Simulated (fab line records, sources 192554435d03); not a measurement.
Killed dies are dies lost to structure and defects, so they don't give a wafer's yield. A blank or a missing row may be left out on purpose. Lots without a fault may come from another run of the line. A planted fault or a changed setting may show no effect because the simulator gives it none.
A struck lot beside a sound one | flow n5_finfet | 18 steps out of a route of 1938
Sound: wafers L115.2, L115.3, L115.5. Struck: wafers L129.1, L129.3, L129.4. The cause comes at the end.
At each step with rows: each side's tool, then ch and its chambers, then its first start. Under that, the readings that differ: sound wafers | struck wafers | difference of the means | sigmas: that difference in standard deviations of wafers without a fault.
alike: readings whose means differ by less than 2 such deviations, and words and numbers that are the same on both sides. not compared: withheld readings, readings that some wafer has no value for, bounds like >300 that may hide the same value, and numbers for which the record gives no deviation and whose values overlap.
The two part at a step that has a row with sigmas, a row that says differs or no value, or rows on one side only. Numbers that don't overlap but have no deviation are shown without sigmas and don't part them. A reading that every wafer of one side lacks parts them only if that side has two wafers or more.

N5_BEOL_M3_INSPECT_30: inspects for defects (brightfield).
  sound on defect_inspect-01, day 7 02:43; struck on defect_inspect-01, day 12 04:23
  alike: raw_defect_count
then, 1 step without rows for these wafers: N5_BEOL_M3_DESCUM_33 (chemistry O2, time 7 s).
N5_BEOL_M3_ETCH_77: etches underlayer in N2/H2, target depth 6.5 nm, time 5.2 s.
  sound on rie_diel-01 ch 0,1, day 7 02:46; struck on rie_diel-04 ch 0,1,3, day 12 04:27
  alike: chamber_pressure_mTorr, drypump_motor_current_A, etch_rf_on_time_s, oes_product_au, rf_fwd_power_W, rf_vpp_V, showerhead_plenum_p_Torr, throttle_valve_pct
  not compared: rf_hours_counter_h
N5_BEOL_M3_ETCH_69: etches SiARC in CF4, target depth 15.6 nm, time 26 s.
  sound on rie_diel-01 ch 0,1, day 7 02:47; struck on rie_diel-04 ch 0,1,3, day 12 04:28
  reading      | sound             | struck            | difference | sigmas
  rf_vpp_V (V) | 183.3 181.9 183.4 | 186.1 184.9 185.4 | +2.6       | +3
  alike: chamber_pressure_mTorr, drypump_motor_current_A, etch_rf_on_time_s, oes_product_au, rf_fwd_power_W, showerhead_plenum_p_Torr, throttle_valve_pct
  not compared: rf_hours_counter_h
then, 1 step without rows for these wafers: N5_BEOL_M3_ALD_98 (deposits SiO2, target thk 2.5 nm, pulse time 1 s, co reactant pulse time 1 s).
N5_BEOL_M3_ETCHBACK_99: etches SiO2 in CHF3, target depth 5 nm, time 10.4 s.
  sound on rie_diel-03 ch 1,2,3, day 7 05:31; struck on rie_diel-01 ch 1,2,3, day 12 09:46
  alike: chamber_pressure_mTorr, drypump_motor_current_A, oes_product_au, rf_vpp_V, showerhead_plenum_p_Torr, throttle_valve_pct
  not compared: rf_hours_counter_h
then, 5 steps without rows for these wafers: N5_BEOL_M3_ETCH_70 (etches SOC in N2/H2, target depth 80 nm, overetch 16 nm, time 120 s); N5_BEOL_M3_STRIP_71 (strips in N2/H2); N5_BEOL_M3_STRIP_78 (strips in N2/H2); N5_BEOL_M3_VIA_ETCH_34 (etches the open film in C4F6/O2, target depth 69.4 nm, time 65.9 s); N5_BEOL_M3_STRIP_83 (strips in C4F6/O2).
N5_BEOL_M3_STRIP_36: strips in N2/H2.
  sound on rie_diel-03 ch 1,2,3, day 7 05:43; struck on rie_diel-01 ch 1,2,3, day 12 09:57
  alike: chamber_pressure_mTorr, drypump_motor_current_A, oes_product_au, rf_vpp_V, showerhead_plenum_p_Torr, throttle_valve_pct
  not compared: rf_hours_counter_h
N5_BEOL_M3_TRENCH_ETCH_37: etches SiOC in C4F6/O2, target depth 55.555 nm, time 29.2 s.
  sound on rie_diel-03 ch 1,2,3, day 7 05:45; struck on rie_diel-01 ch 1,2,3, day 12 09:59
  reading                             | sound             | struck            | difference | sigmas
  oes_f_703_au (a.u.)                 | 0.86 0.78 0.73    | 0.86 1.07 0.88    | +0.15      | +3
  oes_o_777_au (a.u.)                 | 0.85 0.79 0.74    | 0.85 1.06 0.85    | +0.13      | +2
  rf_fwd_power_W (W)                  | 346.7 349.5 348.0 | 430.6 436.1 435.3 | +85.9      | +39
  rf_vpp_V (V)                        | 655 636 644       | 605 585 605       | -47        | -3
  model.BEOL_M3.feature_depth_nm (nm) | 55.6 55.4 55.8    | 58.2 58.8 58.2    | +2.8       |
  model.etch.depth_nm (nm)            | 55.51 55.32 55.89 | 58.3 58.78 58.11  | +2.8       |
  alike: chamber_pressure_mTorr, drypump_motor_current_A, oes_product_au, showerhead_plenum_p_Torr, throttle_valve_pct
  not compared: rf_hours_counter_h
N5_BEOL_M3_ETCH_41: etches SiCN in CH3F/O2, target depth 29.9 nm, time 52.5 s.
  sound on rie_diel-03 ch 1,2,3; struck on rie_diel-01 ch 1,2,3
  reading                        | sound                | struck               | difference | sigmas
  chamber_pressure_mTorr (mTorr) | 30.013 30.025 30.057 | 29.952 29.987 29.982 | -0.058     | -2
  alike: drypump_motor_current_A, oes_product_au, rf_fwd_power_W, rf_vpp_V, showerhead_plenum_p_Torr, throttle_valve_pct
  not compared: rf_hours_counter_h
then, 1 step without rows for these wafers: N5_BEOL_M3_STRIP_97 (strips in N2/H2, time 10 s).
N5_BEOL_M3_OCD_MEAS_38:
  sound on ocd-02, day 7 05:55; struck on ocd-02, day 12 10:09
  reading              | sound          | struck         | difference | sigmas
  trench_depth_nm (nm) | 55.4 55.7 55.8 | 58.4 58.7 58.7 | +3.0       | +3
then, 1 step without rows for these wafers: N5_BEOL_M3_HM_STRIP_39 (strips TiN in peroxide tin strip, target depth 25 nm, time 158 s).
N5_BEOL_M4_RC_MEAS_101:
  sound on prober-02 ch 0, day 8 00:35; struck on prober-01 ch 0, day 13 00:12
  alike: DIBL_N, DIBL_P, IOFF_N, IOFF_P, ION_N, ION_P, SS_N, SS_P, VT_N, VT_P

WHERE THEY PART
First at N5_BEOL_M3_ETCH_69; last, within this record, at N5_BEOL_M3_OCD_MEAS_38. Later steps at which nothing parts them and some readings are alike: N5_BEOL_M4_RC_MEAS_101.

WHY: what the simulator had put in
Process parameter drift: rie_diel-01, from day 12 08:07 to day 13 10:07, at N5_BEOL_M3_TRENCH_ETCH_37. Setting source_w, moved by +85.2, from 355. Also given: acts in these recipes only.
